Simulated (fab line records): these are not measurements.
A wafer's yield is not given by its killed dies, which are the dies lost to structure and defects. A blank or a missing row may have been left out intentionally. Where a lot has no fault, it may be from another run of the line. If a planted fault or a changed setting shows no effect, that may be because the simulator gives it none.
Matching of chambers :: flow n5-finfet :: N5_FIN_CUT_STRIP_24 on rie-diel-05: 4 sister chambers
The step strips in CF4. 8 wafers are shown with their chamber, then 12 later ones without.

## WAFERS PAIRED WITH THEIR CHAMBERS
wafer: L082.6
chamber: 1
showerhead-plenum-p-Torr (Torr): 1.90
throttle-valve-pct (%): 13.57

wafer: L084.4
chamber: 3
showerhead-plenum-p-Torr (Torr): 1.76
throttle-valve-pct (%): 13.33

wafer: L084.5
chamber: 2
showerhead-plenum-p-Torr (Torr): 1.74
throttle-valve-pct (%): 13.54

wafer: L086.3
chamber: 3
showerhead-plenum-p-Torr (Torr): 1.76
throttle-valve-pct (%): 13.32

wafer: L086.4
chamber: 1
showerhead-plenum-p-Torr (Torr): 1.90
throttle-valve-pct (%): 13.60

wafer: L087.3
chamber: 2
showerhead-plenum-p-Torr (Torr): 1.73
throttle-valve-pct (%): 13.54

wafer: L087.4
chamber: 0
showerhead-plenum-p-Torr (Torr): 1.87
throttle-valve-pct (%): 13.78

wafer: L087.5
chamber: 0
showerhead-plenum-p-Torr (Torr): 1.87
throttle-valve-pct (%): 13.78

## WAFERS WHOSE CHAMBER IS MISSING
wafer: L090.1
showerhead-plenum-p-Torr (Torr): 1.73
throttle-valve-pct (%): 13.57

wafer: L090.2
showerhead-plenum-p-Torr (Torr): 1.90
throttle-valve-pct (%): 13.62

wafer: L090.6
showerhead-plenum-p-Torr (Torr): 1.76
throttle-valve-pct (%): 13.35

wafer: L092.1
showerhead-plenum-p-Torr (Torr): 1.76
throttle-valve-pct (%): 13.36

wafer: L092.3
showerhead-plenum-p-Torr (Torr): 1.73
throttle-valve-pct (%): 13.57

wafer: L092.6
showerhead-plenum-p-Torr (Torr): 1.86
throttle-valve-pct (%): 13.81

wafer: L096.1
showerhead-plenum-p-Torr (Torr): 1.73
throttle-valve-pct (%): 13.59

wafer: L096.2
showerhead-plenum-p-Torr (Torr): 1.86
throttle-valve-pct (%): 13.81

wafer: L096.4
showerhead-plenum-p-Torr (Torr): 1.76
throttle-valve-pct (%): 13.35

wafer: L097.3
showerhead-plenum-p-Torr (Torr): 1.90
throttle-valve-pct (%): 13.64

wafer: L097.5
showerhead-plenum-p-Torr (Torr): 1.73
throttle-valve-pct (%): 13.58

wafer: L097.6
showerhead-plenum-p-Torr (Torr): 1.90
throttle-valve-pct (%): 13.65

## WHICH CHAMBER EACH WENT THROUGH
wafer: L090.1
from the rows above: 2
in truth: 2

wafer: L090.2
from the rows above: 1
in truth: 1

wafer: L090.6
from the rows above: 3
in truth: 3

wafer: L092.1
from the rows above: 3
in truth: 3

wafer: L092.3
from the rows above: 2
in truth: 2

wafer: L092.6
from the rows above: 0
in truth: 0

wafer: L096.1
from the rows above: 2
in truth: 2

wafer: L096.2
from the rows above: 0
in truth: 0

wafer: L096.4
from the rows above: 3
in truth: 3

wafer: L097.3
from the rows above: 1
in truth: 1

wafer: L097.5
from the rows above: 2
in truth: 2

wafer: L097.6
from the rows above: 1
in truth: 1
Correctly placed: 12 of 12. Number that these rows cannot place: 0. Placed wrongly: 0.
How it was worked out, from the rows above alone: a wafer's distance from a chamber is the root of the sum, over the readings, of the square of ((its reading less the chamber's mean) divided by the reading's scatter). The wafer belongs to the nearest chamber; if the next one is less than 2 further off, it can't be placed. Each chamber's mean is taken over the wafers shown for it. The scatter is the square root of a quotient: the sum, over the shown wafers, of each reading's squared deviation from its chamber's mean, divided by wafers minus chambers.
